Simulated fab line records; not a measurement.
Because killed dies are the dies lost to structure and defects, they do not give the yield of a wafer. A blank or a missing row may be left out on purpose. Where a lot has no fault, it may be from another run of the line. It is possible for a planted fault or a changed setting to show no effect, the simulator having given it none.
fab line records + flow n5_finfet
record:
- lots: 9
- wafers: 27
- last_day: 18
route steps=1938 shown START@1 ZERO_LAYER@4 BEOL_M4@1111 PASSIVATION@1936
lots that met no fault: from a run of the same line without faults
start_h: the number of hours between the record's first day and the start of the first shown wafer of the lot + wait_h: hours elapsed since this lot's preceding step + " same as the row above + L1.1+2: a single row standing in for several wafers + - no value, or no start given + * or withheld: withheld + < > ~ a bound
route shown NAME@n: a module of which the file shows steps, and the number in the route of the first + usual: the fault-free wafers' mean and standard deviation + same: alike in all rows + chamber/n: place in a boat + sites: each site's reading + _std_site: how widely they spread, as a standard deviation + _edge_site: the outer-site mean with the inner-site mean subtracted + radius_mm: for every site, how far away it sits from the centre of the wafer + mask NAME#n: copy n + behind: the tool/chamber that last shaped the wafer + hold: the reason the lot was held/the length of the hold in hours/how it ended + device: whichever transistor did not switch (one of n, p or np) + end of line: the route-end tests of the same wafers + for a step that has no rows: nothing shown but its recipe + killed: dies that structure and defects cost at the first sort, which is not the same as the wafer's yield + map: shows each die of a wafer: x if killed, . if not, _ if none is there
set.NAME: the setting the step ran with; set.NAME@STEP: the setting that earlier step ran with + model.NAME: the simulator's own value behind a step, which no gauge read
the route's steps for a sample of lots (tables are steps, rows are wafers)
services: when a tool's chamber went out of use (start_h, in hours from the record's first day, below 0 if earlier), for how many hours, and the reason
== steps ==
step: N5_START_INSPECT_01
recipe:
- inspect_instrument: unpatterned_scan
- mode: incoming
usual:
- raw_defect_count: 6.0/2.4
| lot.wafer | tool              | chamber | start_h | wait_h | raw_defect_count |
|-----------|-------------------|---------|---------|--------|------------------|
| L118.3    | defect_inspect-02 | -       | 12.03   | -      | 3                |
| L118.4    | "                 | -       | "       | "      | 6                |
| L118.6    | "                 | -       | "       | "      | 7                |
| L119.1    | defect_inspect-02 | -       | 18.03   | -      | 6                |
| L119.2    | "                 | -       | "       | "      | 5                |
| L119.4    | "                 | -       | "       | "      | 5                |
| L123.3    | defect_inspect-02 | -       | 42.03   | -      | 8                |
| L123.4    | "                 | -       | "       | "      | 6                |
| L123.5    | "                 | -       | "       | "      | 5                |
| L124.1    | defect_inspect-01 | -       | 48.03   | -      | 7                |
| L124.3    | "                 | -       | "       | "      | 3                |
| L124.5    | "                 | -       | "       | "      | 4                |
| L125.2    | defect_inspect-02 | -       | 54.03   | -      | 4                |
| L125.4    | "                 | -       | "       | "      | 9                |
| L125.6    | "                 | -       | "       | "      | 4                |
| L129.2    | defect_inspect-02 | -       | 78.03   | -      | 5                |
| L129.3    | "                 | -       | "       | "      | 5                |
| L129.6    | "                 | -       | "       | "      | 7                |
| L138.1    | defect_inspect-02 | -       | 132.03  | -      | 4                |
| L138.3    | "                 | -       | "       | "      | 5                |
| L138.4    | "                 | -       | "       | "      | 10               |
| L140.2    | defect_inspect-01 | -       | 144.03  | -      | 4                |
| L140.3    | "                 | -       | "       | "      | 3                |
| L140.4    | "                 | -       | "       | "      | 3                |
| L141.2    | defect_inspect-01 | -       | 150.03  | -      | 4                |
| L141.4    | "                 | -       | "       | "      | 8                |
| L141.5    | "                 | -       | "       | "      | 6                |
step: N5_ZERO_LAYER_PECVD_02
recipe:
- material: SiO2
- target_thk_a: 100
- temp_c: 400
- precursor: SiH4/N2O
- pressure_torr: 0.75
- rf_w: 275
- time_s: 6
usual:
- heater_power_w: 804/66
- showerhead_plenum_p_Torr: 8.16/0.12
| lot.wafer | tool     | chamber | start_h | wait_h | heater_power_w | showerhead_plenum_p_Torr |
|-----------|----------|---------|---------|--------|----------------|--------------------------|
| L118.3    | pecvd-03 | 0       | 12.28   | 0.0    | 892            | 8.03                     |
| L118.4    | "        | 0       | "       | "      | 859            | 8.03                     |
| L118.6    | "        | 1       | "       | "      | 769            | 7.99                     |
| L119.1    | pecvd-03 | 1       | 18.28   | 0.0    | 756            | 7.98                     |
| L119.2    | "        | 2       | "       | "      | 705            | 8.17                     |
| L119.4    | "        | 1       | "       | "      | 767            | 7.98                     |
| L123.3    | pecvd-03 | 2       | 42.28   | 0.0    | 809            | 8.19                     |
| L123.4    | "        | 0       | "       | "      | 819            | 8.01                     |
| L123.5    | "        | 2       | "       | "      | 795            | 8.19                     |
| L124.1    | pecvd-03 | 0       | 48.28   | 0.0    | 904            | 8.01                     |
| L124.3    | "        | 2       | "       | "      | 737            | 8.18                     |
| L124.5    | "        | 0       | "       | "      | 893            | 8.03                     |
| L125.2    | pecvd-03 | 0       | 54.28   | 0.0    | 837            | 8.01                     |
| L125.4    | "        | 1       | "       | "      | 804            | 7.98                     |
| L125.6    | "        | 2       | "       | "      | 726            | 8.18                     |
| L129.2    | pecvd-01 | 0       | 78.28   | 0.0    | 809            | 8.24                     |
| L129.3    | "        | 0       | "       | "      | 807            | 8.26                     |
| L129.6    | "        | 0       | "       | "      | 787            | 8.23                     |
| L138.1    | pecvd-04 | 1       | 132.28  | 0.0    | 720            | 8.21                     |
| L138.3    | "        | 2       | "       | "      | 840            | 8.14                     |
| L138.4    | "        | 2       | "       | "      | 842            | 8.15                     |
| L140.2    | pecvd-03 | 0       | 144.29  | 0.0    | 842            | 8.01                     |
| L140.3    | "        | 2       | "       | "      | 799            | 8.19                     |
| L140.4    | "        | 0       | "       | "      | 859            | 8.02                     |
| L141.2    | pecvd-01 | 1       | 150.28  | 0.0    | 810            | 8.27                     |
| L141.4    | "        | 2       | "       | "      | 840            | 8.06                     |
| L141.5    | "        | 0       | "       | "      | 733            | 8.27                     |
step: N5_ZERO_LAYER_CD_MEAS_11
recipe:
- target_cd_nm: 2000
- landing_energy_ev: 500
- detector: se_inlens
usual:
- cd_nm: 2000.1/1.5
| lot.wafer | tool      | chamber | start_h | wait_h | cd_nm  |
|-----------|-----------|---------|---------|--------|--------|
| L118.3    | cd_sem-01 | 0       | 12.65   | -      | 2000.9 |
| L118.4    | "         | 0       | "       | "      | 2001.5 |
| L118.6    | "         | 0       | "       | "      | 2000.9 |
| L119.1    | cd_sem-01 | 0       | 18.77   | -      | 2002.9 |
| L119.2    | "         | 0       | "       | "      | 2002.1 |
| L119.4    | "         | 0       | "       | "      | 2000.2 |
| L123.3    | cd_sem-01 | 0       | 42.77   | -      | 2000.3 |
| L123.4    | "         | 0       | "       | "      | 2002.0 |
| L123.5    | "         | 0       | "       | "      | 2000.7 |
| L124.1    | cd_sem-02 | 0       | 48.64   | -      | 1999.0 |
| L124.3    | "         | 0       | "       | "      | 2001.3 |
| L124.5    | "         | 0       | "       | "      | 2000.0 |
| L125.2    | cd_sem-01 | 0       | 54.64   | -      | 1998.7 |
| L125.4    | "         | 0       | "       | "      | 1998.6 |
| L125.6    | "         | 0       | "       | "      | 1999.6 |
| L129.2    | cd_sem-01 | 0       | 78.67   | -      | 2000.2 |
| L129.3    | "         | 0       | "       | "      | 1998.8 |
| L129.6    | "         | 0       | "       | "      | 1998.6 |
| L138.1    | cd_sem-03 | 0       | 132.77  | -      | 1999.3 |
| L138.3    | "         | 0       | "       | "      | 1996.5 |
| L138.4    | "         | 0       | "       | "      | 1998.0 |
| L140.2    | cd_sem-02 | 0       | 144.77  | -      | 2000.2 |
| L140.3    | "         | 0       | "       | "      | 1999.0 |
| L140.4    | "         | 0       | "       | "      | 1996.9 |
| L141.2    | cd_sem-02 | 0       | 150.64  | -      | 1996.5 |
| L141.4    | "         | 0       | "       | "      | 1998.4 |
| L141.5    | "         | 0       | "       | "      | 1999.6 |
step: N5_ZERO_LAYER_ETCH_17
recipe:
- chemistry: CF4
- target: SiO2
- target_depth_a: 120
- time_s: 13.3
- ion_energy_ev: 350
- pressure_mtorr: 40
- source_w: 450
- bias_w: 215
- Ar_flow_sccm: 100
- cf4_flow_sccm: 100
usual:
- drypump_motor_current_A: 6.0/0.43
- oes_product_au: 0.79/0.075
- rf_vpp_V: 948/4.5
- showerhead_plenum_p_Torr: 2.13/0.072
- throttle_valve_pct: 15.70/0.23
| lot.wafer | tool        | chamber | start_h | wait_h | drypump_motor_current_A | oes_product_au | rf_hours_counter_h | rf_vpp_V | showerhead_plenum_p_Torr | throttle_valve_pct |
|-----------|-------------|---------|---------|--------|-------------------------|----------------|--------------------|----------|--------------------------|--------------------|
| L118.3    | rie_diel-02 | 1       | 12.86   | 0.0    | 5.9                     | 0.88           | 50                 | 946      | 2.09                     | 15.47              |
| L118.4    | "           | 2       | "       | "      | 6.7                     | 0.75           | 167                | 943      | 2.05                     | 15.73              |
| L118.6    | "           | 2       | "       | "      | 6.7                     | 0.74           | -                  | 944      | 2.05                     | 15.74              |
| L119.1    | rie_diel-02 | 0       | 19.14   | 0.0    | 6.4                     | 0.72           | 185                | 954      | 2.22                     | 15.69              |
| L119.2    | "           | 2       | "       | "      | 6.8                     | 0.74           | 170                | 943      | 2.05                     | 15.75              |
| L119.4    | "           | 1       | "       | "      | 5.9                     | 0.88           | 53                 | 945      | 2.09                     | 15.51              |
| L123.3    | rie_diel-02 | 1       | 42.91   | 0.0    | 5.9                     | 0.87           | 60                 | 945      | 2.09                     | 15.52              |
| L123.4    | "           | 0       | "       | "      | 6.5                     | 0.71           | 192                | 953      | 2.21                     | 15.72              |
| L123.5    | "           | 3       | "       | "      | 5.3                     | 0.90           | -                  | 946      | 2.09                     | 15.64              |
| L124.1    | rie_diel-01 | 3       | 48.71   | 0.0    | 6.0                     | 0.77           | 137                | 948      | 2.15                     | 15.67              |
| L124.3    | "           | 2       | "       | "      | 5.5                     | 0.70           | 217                | 953      | 2.20                     | 16.12              |
| L124.5    | "           | 0       | "       | "      | 5.9                     | 0.82           | -                  | 950      | 2.16                     | 15.66              |
| L125.2    | rie_diel-02 | 3       | 54.75   | 0.0    | 5.3                     | 0.88           | 38                 | 945      | 2.09                     | 15.64              |
| L125.4    | "           | 0       | "       | "      | 6.5                     | 0.69           | 196                | 952      | 2.21                     | 15.71              |
| L125.6    | "           | 2       | "       | "      | 6.7                     | 0.73           | -                  | 943      | 2.04                     | 15.77              |
| L129.2    | rie_diel-02 | 2       | 78.82   | 0.0    | 6.7                     | 0.98           | 188                | 944      | 2.04                     | 15.80              |
| L129.3    | "           | 0       | "       | "      | 6.5                     | 0.70           | 203                | 953      | 2.21                     | 15.73              |
| L129.6    | "           | 1       | "       | "      | 5.9                     | 0.84           | -                  | 945      | 2.09                     | 15.54              |
| L138.1    | rie_diel-03 | 3       | 132.84  | 0.0    | 5.6                     | 0.86           | 34                 | 956      | 2.27                     | 15.14              |
| L138.3    | "           | 2       | "       | "      | 5.9                     | 0.71           | 203                | 947      | 2.13                     | 15.97              |
| L138.4    | "           | 0       | "       | "      | 5.8                     | 0.85           | 53                 | 952      | 2.17                     | 15.73              |
| L140.2    | rie_diel-03 | 3       | 145.18  | 0.0    | 5.6                     | 0.86           | 38                 | 957      | 2.27                     | 15.14              |
| L140.3    | "           | 1       | "       | "      | 6.2                     | 0.78           | 118                | 938      | 1.98                     | 15.58              |
| L140.4    | "           | 2       | "       | "      | 5.9                     | 0.71           | 207                | 947      | 2.12                     | 15.98              |
| L141.2    | rie_diel-01 | 0       | 150.71  | 0.0    | 5.9                     | 0.79           | 121                | 949      | 2.15                     | 15.71              |
| L141.4    | "           | 2       | "       | "      | 5.5                     | 0.68           | 247                | 951      | 2.19                     | 16.16              |
| L141.5    | "           | 1       | "       | "      | 6.3                     | 0.93           | -                  | 947      | 2.10                     | 15.74              |
step: N5_ZERO_LAYER_STRIP_24
recipe:
- chemistry: O2
- power_w: 1000
- temp_c: 250
- overash_fraction: 0.3
- pressure_mtorr: 1000
- o2_flow_sccm: 6750
usual:
- drypump_motor_current_A: 5.6/0.35
- heater_power_w: 337/23
- oes_product_au: 0.647/0.0044
- strip_time_to_endpoint_s: 43.88/0.096
same:
- overash_fraction: 0.3
| lot.wafer | tool            | chamber | start_h | wait_h | drypump_motor_current_A | heater_power_w | oes_product_au | rf_hours_counter_h | strip_time_to_endpoint_s |
|-----------|-----------------|---------|---------|--------|-------------------------|----------------|----------------|--------------------|--------------------------|
| L118.3    | plasma_asher-01 | 1       | 13.07   | 0.1    | 5.7                     | 323            | 0.646          | -                  | 43.81                    |
| L118.4    | "               | 0       | "       | "      | 4.9                     | 320            | 0.650          | -                  | 43.77                    |
| L118.6    | "               | 1       | "       | "      | 5.7                     | 320            | 0.643          | -                  | 43.77                    |
| L119.1    | plasma_asher-02 | 0       | 19.37   | 0.1    | 5.9                     | 328            | 0.649          | 77                 | 43.77                    |
| L119.2    | "               | 1       | "       | "      | 5.6                     | 369            | 0.644          | 77                 | 43.87                    |
| L119.4    | "               | 1       | "       | "      | 5.6                     | 375            | 0.639          | -                  | 43.86                    |
| L123.3    | plasma_asher-01 | 0       | 43.11   | 0.1    | 5.0                     | 329            | 0.649          | -                  | 43.70                    |
| L123.4    | "               | 1       | "       | "      | 5.7                     | 315            | 0.653          | -                  | 43.76                    |
| L123.5    | "               | 0       | "       | "      | 4.9                     | 328            | 0.638          | -                  | 43.75                    |
| L124.1    | plasma_asher-02 | 0       | 48.89   | 0.1    | 6.0                     | 323            | 0.646          | 81                 | 44.05                    |
| L124.3    | "               | 0       | "       | "      | 5.9                     | 317            | 0.645          | -                  | 44.09                    |
| L124.5    | "               | 0       | "       | "      | 5.9                     | 324            | 0.646          | -                  | 44.01                    |
| L125.2    | plasma_asher-01 | 1       | 54.92   | 0.1    | 5.7                     | 318            | 0.645          | 35                 | 43.90                    |
| L125.4    | "               | 0       | "       | "      | 5.0                     | 324            | 0.653          | -                  | 43.99                    |
| L125.6    | "               | 0       | "       | "      | 5.0                     | 333            | 0.655          | -                  | 43.91                    |
| L129.2    | plasma_asher-02 | 0       | 79.00   | 0.1    | 5.9                     | 324            | 0.650          | 87                 | 43.58                    |
| L129.3    | "               | 1       | "       | "      | 5.6                     | 380            | 0.646          | -                  | 43.80                    |
| L129.6    | "               | 1       | "       | "      | 5.6                     | 370            | 0.644          | -                  | 43.77                    |
| L138.1    | plasma_asher-01 | 0       | 133.02  | 0.1    | 5.0                     | 325            | 0.649          | 50                 | 43.78                    |
| L138.3    | "               | 1       | "       | "      | 5.7                     | 317            | 0.644          | -                  | 43.99                    |
| L138.4    | "               | 0       | "       | "      | 5.0                     | 333            | 0.642          | -                  | 43.86                    |
| L140.2    | plasma_asher-02 | 0       | 145.36  | 0.1    | 5.9                     | 327            | 0.650          | 99                 | 43.94                    |
| L140.3    | "               | 0       | "       | "      | 5.9                     | 311            | 0.641          | -                  | 43.89                    |
| L140.4    | "               | 1       | "       | "      | 5.6                     | 368            | 0.646          | -                  | 43.99                    |
| L141.2    | plasma_asher-02 | 0       | 150.89  | 0.1    | 5.9                     | 323            | 0.651          | 100                | 43.94                    |
| L141.4    | "               | 0       | "       | "      | 5.9                     | 329            | 0.642          | -                  | 43.92                    |
| L141.5    | "               | 0       | "       | "      | 5.9                     | 329            | 0.641          | -                  | 43.88                    |
step: N5_BEOL_M4_RC_MEAS_101
usual:
- DIBL_N: 35.8/1.5
- DIBL_P: 35.8/1.7
- IOFF_N: 0.151/0.022
- IOFF_P: 0.204/0.027
- ION_N: 673/8.6
- ION_P: 462/5.4
- SS_N: 71.4/0.54
- SS_P: 73.3/0.56
- VT_N: 250.5/2.6
- VT_P: -251/3.1
| lot.wafer | tool      | chamber | start_h | wait_h | DIBL_N[mV/V] | DIBL_P[mV/V] | IOFF_N[nA/um] | IOFF_P[nA/um] | ION_N[uA/um] | ION_P[uA/um] | SS_N[mV/dec] | SS_P[mV/dec] | VT_N[mV] | VT_P[mV] |
|-----------|-----------|---------|---------|--------|--------------|--------------|---------------|---------------|--------------|--------------|--------------|--------------|----------|----------|
| L118.3    | prober-01 | 0       | 174.78  | 0.6    | 38.2         | 37.5         | 0.189         | 0.202         | 675          | 452          | 71.7         | 74.4         | 250.0    | -250     |
| L118.4    | "         | 0       | "       | "      | 35.8         | 35.9         | 0.159         | 0.170         | 684          | 457          | 71.4         | 73.3         | 247.6    | -254     |
| L118.6    | "         | 0       | "       | "      | 35.6         | 35.2         | 0.153         | 0.171         | 670          | 454          | 71.3         | 73.4         | 249.0    | -253     |
| L119.1    | prober-01 | 0       | 195.01  | 0.0    | 36.7         | 36.4         | 0.153         | 0.202         | 689          | 467          | 71.5         | 73.5         | 251.2    | -252     |
| L119.2    | "         | 0       | "       | "      | 38.6         | 38.9         | 0.196         | 0.240         | 686          | 472          | 71.4         | 74.0         | 245.2    | -247     |
| L119.4    | "         | 0       | "       | "      | 35.3         | 34.2         | 0.126         | 0.182         | 673          | 462          | 70.3         | 72.3         | 252.9    | -250     |
| L123.3    | prober-02 | 0       | 205.36  | 0.3    | 35.3         | 34.4         | 0.133         | 0.209         | 668          | 463          | 71.6         | 73.5         | 251.0    | -248     |
| L123.4    | "         | 0       | "       | "      | 35.6         | 34.9         | 0.142         | 0.221         | 658          | 460          | 71.7         | 73.2         | 251.5    | -250     |
| L123.5    | "         | 0       | "       | "      | 35.8         | 35.2         | 0.139         | 0.221         | 658          | 464          | 71.1         | 72.9         | 251.9    | -248     |
| L124.1    | prober-01 | 0       | 213.03  | 0.0    | 35.9         | 35.1         | 0.147         | 0.208         | 672          | 461          | 71.2         | 73.5         | 249.1    | -250     |
| L124.3    | "         | 0       | "       | "      | 37.2         | 35.1         | 0.158         | 0.207         | 672          | 460          | 72.3         | 73.6         | 249.3    | -251     |
| L124.5    | "         | 0       | "       | "      | 34.3         | 32.0         | 0.118         | 0.164         | 659          | 457          | 71.1         | 72.1         | 252.1    | -254     |
| L125.2    | prober-01 | 0       | 215.84  | 0.2    | 33.4         | 32.7         | 0.110         | 0.178         | 655          | 458          | 71.1         | 72.8         | 256.1    | -254     |
| L125.4    | "         | 0       | "       | "      | 36.2         | 36.8         | 0.159         | 0.238         | 675          | 467          | 71.8         | 73.8         | 250.2    | -249     |
| L125.6    | "         | 0       | "       | "      | 33.5         | 33.2         | 0.118         | 0.193         | 662          | 460          | 71.7         | 72.7         | 255.2    | -249     |
| L129.2    | prober-02 | 0       | 241.11  | 0.2    | 36.6         | 37.6         | 0.159         | 0.189         | 673          | 456          | 72.3         | 73.7         | 249.8    | -254     |
| L129.3    | "         | 0       | "       | "      | 34.6         | 35.6         | 0.127         | 0.160         | 670          | 459          | 71.2         | 73.6         | 254.3    | -256     |
| L129.6    | "         | 0       | "       | "      | 35.2         | 35.7         | 0.128         | 0.156         | 653          | 455          | 70.8         | 73.2         | 255.9    | -258     |
| L138.1    | prober-02 | 0       | 296.62  | 0.0    | 37.3         | 36.4         | 0.142         | 0.227         | 665          | 462          | 72.2         | 74.1         | 252.5    | -248     |
| L138.3    | "         | 0       | "       | "      | 37.9         | 36.9         | 0.149         | 0.240         | 675          | 470          | 71.3         | 73.2         | 251.5    | -247     |
| L138.4    | "         | 0       | "       | "      | 36.8         | 36.5         | 0.144         | 0.223         | 667          | 467          | 71.2         | 73.3         | 251.5    | -249     |
| L140.2    | prober-02 | 0       | 304.03  | 0.2    | 35.6         | 34.9         | 0.128         | 0.158         | 664          | 450          | 71.2         | 72.5         | 251.8    | -256     |
| L140.3    | "         | 0       | "       | "      | 36.6         | 36.5         | 0.145         | 0.184         | 664          | 461          | 71.8         | 72.6         | 250.5    | -252     |
| L140.4    | "         | 0       | "       | "      | 36.2         | 35.5         | 0.137         | 0.164         | 670          | 460          | 70.7         | 73.4         | 250.4    | -254     |
| L141.2    | prober-01 | 0       | 320.38  | 0.2    | 35.3         | 34.7         | 0.133         | 0.178         | 662          | 455          | 70.6         | 72.8         | 254.3    | -255     |
| L141.4    | "         | 0       | "       | "      | 36.9         | 36.3         | 0.159         | 0.211         | 670          | 460          | 71.9         | 74.2         | 251.2    | -252     |
| L141.5    | "         | 0       | "       | "      | 35.5         | 35.1         | 0.136         | 0.187         | 660          | 458          | 71.2         | 72.3         | 253.6    | -252     |
step: N5_PASSIVATION_PROBE_49
usual:
- defect_limited_yield: 91.3/1.4
- killed_at_M0_to_M3: 33/10
- killed_at_M4_up: 15/6.1
- killed_at_contacts: 12/6.7
- killed_at_front_end: 39/11
- killed_at_other: 4/3.3
- killed_dies: 103/16
- killed_open: 68/12
- killed_short: 34/7.2
- sort_bin_5_function: 5.1/0.88
- sort_bin_6_memory: 3.3/0.67
- sort_n_pass: 1077/16
- sort_yield_pct: 91.3/1.4
same:
- gross_dies: 1180
- killed_at_back_side: 0
- sort_bin_4_leakage[%]: 0
- sort_bin_8_speed[%]: 0
| lot.wafer | tool      | chamber | start_h | wait_h | defect_limited_yield[%] | killed_at_M0_to_M3 | killed_at_M4_up | killed_at_contacts | killed_at_front_end | killed_at_other | killed_dies | killed_open | killed_short | sort_bin_5_function[%] | sort_bin_6_memory[%] | sort_n_pass | sort_yield_pct[%] |
|-----------|-----------|---------|---------|--------|-------------------------|--------------------|-----------------|--------------------|---------------------|-----------------|-------------|-------------|--------------|------------------------|----------------------|-------------|-------------------|
| L118.3    | prober-01 | -       | 281.82  | 0.1    | 91.8                    | 24                 | 7               | 9                  | 53                  | 4               | 97          | 63          | 33           | 4.8                    | 3.0                  | 1083        | 91.8              |
| L118.4    | prober-01 | -       | 281.87  | 0.2    | 92.3                    | 27                 | 17              | 16                 | 30                  | 1               | 91          | 59          | 31           | 4.3                    | 2.8                  | 1089        | 92.3              |
| L118.6    | prober-01 | -       | 281.97  | 0.3    | 94.1                    | 9                  | 6               | 11                 | 40                  | 4               | 70          | 44          | 25           | 3.1                    | 2.6                  | 1110        | 94.1              |
| L119.1    | prober-02 | -       | 292.85  | 0.0    | 92.8                    | 27                 | 17              | 18                 | 23                  | 0               | 85          | 61          | 24           | 4.2                    | 2.7                  | 1095        | 92.8              |
| L119.2    | prober-02 | -       | 292.90  | 0.1    | 92.4                    | 22                 | 18              | 6                  | 43                  | 1               | 90          | 53          | 37           | 4.9                    | 2.5                  | 1090        | 92.4              |
| L119.4    | prober-02 | -       | 293.00  | 0.2    | 92.3                    | 34                 | 17              | 5                  | 34                  | 1               | 91          | 57          | 32           | 4.7                    | 2.9                  | 1089        | 92.3              |
killed by level:class
L118.3 FIN_SAQP:geometric_particle:open=20 FIN_SAQP:geometric_particle:short=14 MOL_CONTACT_COAG:geometric_particle:open=6 BEOL_M3:geometric_particle:open=6 DUMMY_GATE:geometric_particle:open=5 BEOL_M0_SAQP:geometric_particle:open=4 BEOL_M1:geometric_particle:open=4 BEOL_M2:geometric_particle:open=4
L118.4 MOL_CONTACT_COAG:geometric_particle:open=16 FIN_SAQP:geometric_particle:short=7 BEOL_M3:geometric_particle:open=6 DUMMY_GATE:geometric_particle:open=5 BEOL_M1:geometric_particle:open=5 FIN_SAQP:geometric_particle:open=4 BEOL_M3:geometric_particle:short=4 STI_FIN_REVEAL:geometric_particle:open=3
L118.6 FIN_SAQP:geometric_particle:open=9 ILD0:geometric_particle:short=8 MOL_CONTACT_COAG:geometric_particle:open=8 FIN_SAQP:geometric_particle:short=7 STI_FIN_REVEAL:geometric_particle:open=4 DUMMY_GATE:geometric_particle:open=3 MOL_CONTACT_COAG:geometric_particle:short=3 BEOL_M0_SAQP:geometric_particle:open=3
L119.1 MOL_CONTACT_COAG:geometric_particle:open=13 BEOL_M4:geometric_particle:open=9 BEOL_M1:geometric_particle:open=8 BEOL_M2:geometric_particle:open=6 GATE_CUT:geometric_particle:short=5 MOL_CONTACT_COAG:geometric_particle:short=5 BEOL_M3:geometric_particle:open=5 GATE_CUT:geometric_particle:open=4
L119.2 BEOL_M3:geometric_particle:open=8 FIN_SAQP:geometric_particle:short=7 GATE_CUT:geometric_particle:short=7 DUMMY_GATE:geometric_particle:open=6 BEOL_M4:geometric_particle:open=6 GATE_CUT:geometric_particle:open=5 MOL_CONTACT_COAG:geometric_particle:open=5 BEOL_M0_SAQP:geometric_particle:short=5
L119.4 BEOL_M3:geometric_particle:open=12 DUMMY_GATE:geometric_particle:open=8 BEOL_M4:geometric_particle:open=8 GATE_CUT:geometric_particle:short=7 BEOL_M1:geometric_particle:open=6 BEOL_M0_SAQP:geometric_particle:short=4 BEOL_M0_SAQP:geometric_particle:open=4 BEOL_M4:geometric_particle:short=4
== services ==
| tool            | chamber | start_h | hours | kind                          |
|-----------------|---------|---------|-------|-------------------------------|
| rie_diel-03     | 3       | -9.04   | -     | clean                         |
| rie_diel-03     | 3       | -9.04   | -     | consumable_replace:focus_ring |
| rie_diel-03     | 3       | -9.04   | -     | consumable_replace:showerhead |
| rie_diel-03     | 3       | -9.04   | 22.4  | scheduled_down                |
| rie_diel-03     | 3       | -9.04   | 22.4  | vent_cycle                    |
| rie_diel-02     | 3       | 4.80    | 5.2   | repair                        |
| pecvd-04        | -       | 24.74   | 1.3   | repair                        |
| rie_diel-03     | 0       | 29.10   | 15.9  | repair                        |
| pecvd-01        | 2       | 29.84   | 5.5   | scheduled_down                |
| rie_diel-03     | 1       | 31.63   | 7.5   | repair                        |
| rie_diel-01     | 1       | 39.92   | -     | clean                         |
| pecvd-04        | -       | 40.83   | 2.1   | repair                        |
| pecvd-04        | -       | 50.00   | 5.5   | pm                            |
| pecvd-01        | 2       | 52.87   | 4.9   | repair                        |
| pecvd-01        | 2       | 68.13   | 47.1  | repair                        |
| pecvd-03        | 0       | 71.59   | 5.5   | scheduled_down                |
| rie_diel-02     | -       | 82.58   | 1.0   | repair                        |
| pecvd-03        | 1       | 83.02   | 2.1   | scheduled_down                |
| pecvd-04        | -       | 84.63   | 2.7   | repair                        |
| plasma_asher-02 | -       | 101.13  | 2.2   | repair                        |
| pecvd-03        | -       | 104.19  | 1.8   | repair                        |
| pecvd-01        | 0       | 104.45  | 10.6  | repair                        |
| pecvd-01        | -       | 111.11  | 0.8   | repair                        |
| pecvd-03        | 2       | 149.29  | 10.5  | repair                        |
== key ==
first_sign:
- step: N5_ZERO_LAYER_STRIP_24
- reading: strip_time_to_endpoint_s
- direction: down
- sigmas: 3.1
- usual: *
- struck: *
effect none on later readings
met_at N5_ZERO_LAYER_ETCH_17
struck_lots L129
struck_wafers L129.2
not_acting_at N5_START_INSPECT_01,N5_ZERO_LAYER_PECVD_02,N5_ZERO_LAYER_CD_MEAS_11
onset_between 54.75 78.82
fault:
- kind: process_parameter_drift
- tool: rie_diel-02
- chamber: -
- onset_h: 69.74
- steps: N5_ZERO_LAYER_ETCH_17
- channel: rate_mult
- offset: 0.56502
- shape: step
- end_h: 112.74
- scope: struck_wafers_only
